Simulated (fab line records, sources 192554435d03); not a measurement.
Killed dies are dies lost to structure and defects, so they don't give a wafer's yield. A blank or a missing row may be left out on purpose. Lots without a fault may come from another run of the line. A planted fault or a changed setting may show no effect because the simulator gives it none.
A struck lot beside a sound one | flow n5_finfet | 16 steps out of a route of 1938
Sound: wafers L726.3, L726.4, L726.5. Struck: wafers L719.1, L719.2, L719.3. The cause comes at the end.
At each step with rows: each side's tool, then ch and its chambers, then its first start. Under that, the readings that differ: sound wafers | struck wafers | difference of the means | sigmas: that difference in standard deviations of wafers without a fault.
alike: readings whose means differ by less than 2 such deviations, and words and numbers that are the same on both sides. not compared: withheld readings, readings that some wafer has no value for, bounds like >300 that may hide the same value, and numbers for which the record gives no deviation and whose values overlap.
The two part at a step that has a row with sigmas, a row that says differs or no value, or rows on one side only. Numbers that don't overlap but have no deviation are shown without sigmas and don't part them. A reading that every wafer of one side lacks parts them only if that side has two wafers or more.

first, 10 steps without rows for these wafers: N5_BEOL_M2_DESCUM_33 (chemistry O2, time 7 s); N5_BEOL_M2_ETCH_77 (etches underlayer in N2/H2, target depth 6.5 nm, time 5.2 s); N5_BEOL_M2_ETCH_69 (etches SiARC in CF4, target depth 15.6 nm, time 26 s); N5_BEOL_M2_ALD_98 (deposits SiO2, target thk 2.5 nm, pulse time 1 s, co reactant pulse time 1 s); N5_BEOL_M2_ETCHBACK_99 (etches SiO2 in CHF3, target depth 5 nm, time 10.4 s); N5_BEOL_M2_ETCH_70 (etches SOC in N2/H2, target depth 80 nm, overetch 24 nm, time 130 s); N5_BEOL_M2_STRIP_71 (strips in N2/H2); N5_BEOL_M2_STRIP_78 (strips in N2/H2); N5_BEOL_M2_VIA_ETCH_34 (etches the open film in C4F6/O2, target depth 69.4 nm, time 65.9 s); N5_BEOL_M2_STRIP_83 (strips in C4F6/O2).
N5_BEOL_M2_STRIP_36: strips in N2/H2.
  sound on rie_diel-01 ch 1,2,3, day 12 04:53; struck on rie_diel-02 ch 0,1,3, day 10 17:04
  no value came back on the struck wafers for any of 7 readings (bias_power_w (W), chamber_pressure_mTorr (mTorr) and others); on the sound wafers bias_power_w (W) reads 7.002 7.013 6.997
  reading                                  | sound | struck         | difference | sigmas
  model.SOC_of_BEOL_M2_COAT_67.thk_nm (nm) | 0 0 0 | 51.6 51.6 51.6 | +51.6      |
  model.SiO2_of_BEOL_M2_ALD_98.thk_nm (nm) | 0 0 0 | 2.6 2.4 2.4    | +2.5       |
  not compared: rf_hours_counter_h
then, 1 step without rows for these wafers: N5_BEOL_M2_TRENCH_ETCH_37 (etches SiOC in C4F6/O2, target depth 55.555 nm, time 29.2 s).
N5_BEOL_M2_ETCH_41: etches SiCN in CH3F/O2, target depth 29.9 nm, time 52.5 s.
  sound on rie_diel-01 ch 1,2,3; struck on rie_diel-02 ch 0,1,3, day 10 17:08
  reading                                  | sound | struck     | difference | sigmas
  model.SOC_of_BEOL_M2_COAT_67.thk_nm (nm) | 0 0 0 | 35.2 35 35 | +35.1      |
  alike: chamber_pressure_mTorr, drypump_motor_current_A, oes_product_au, rf_vpp_V, showerhead_plenum_p_Torr, throttle_valve_pct
  not compared: rf_hours_counter_h
then, 1 step without rows for these wafers: N5_BEOL_M2_STRIP_97 (strips in N2/H2, time 10 s).
N5_BEOL_M4_RC_MEAS_101:
  the record has rows for the sound wafers here (prober-02 ch 0, day 13 18:20) and none for the struck ones
-- the record jumps here: 5 days lie between the struck wafers' starts before and after (it left off in module BEOL_M4 and takes up again in module PASSIVATION, whose first step shown is number 1936 of the route) --
N5_PASSIVATION_PROBE_49:
  the record has rows for the struck wafers here (prober-02, day 16 00:01) and none for the sound ones

WHERE THEY PART
First at N5_BEOL_M2_STRIP_36; last, within this record, at N5_PASSIVATION_PROBE_49.

WHY: what the simulator had put in
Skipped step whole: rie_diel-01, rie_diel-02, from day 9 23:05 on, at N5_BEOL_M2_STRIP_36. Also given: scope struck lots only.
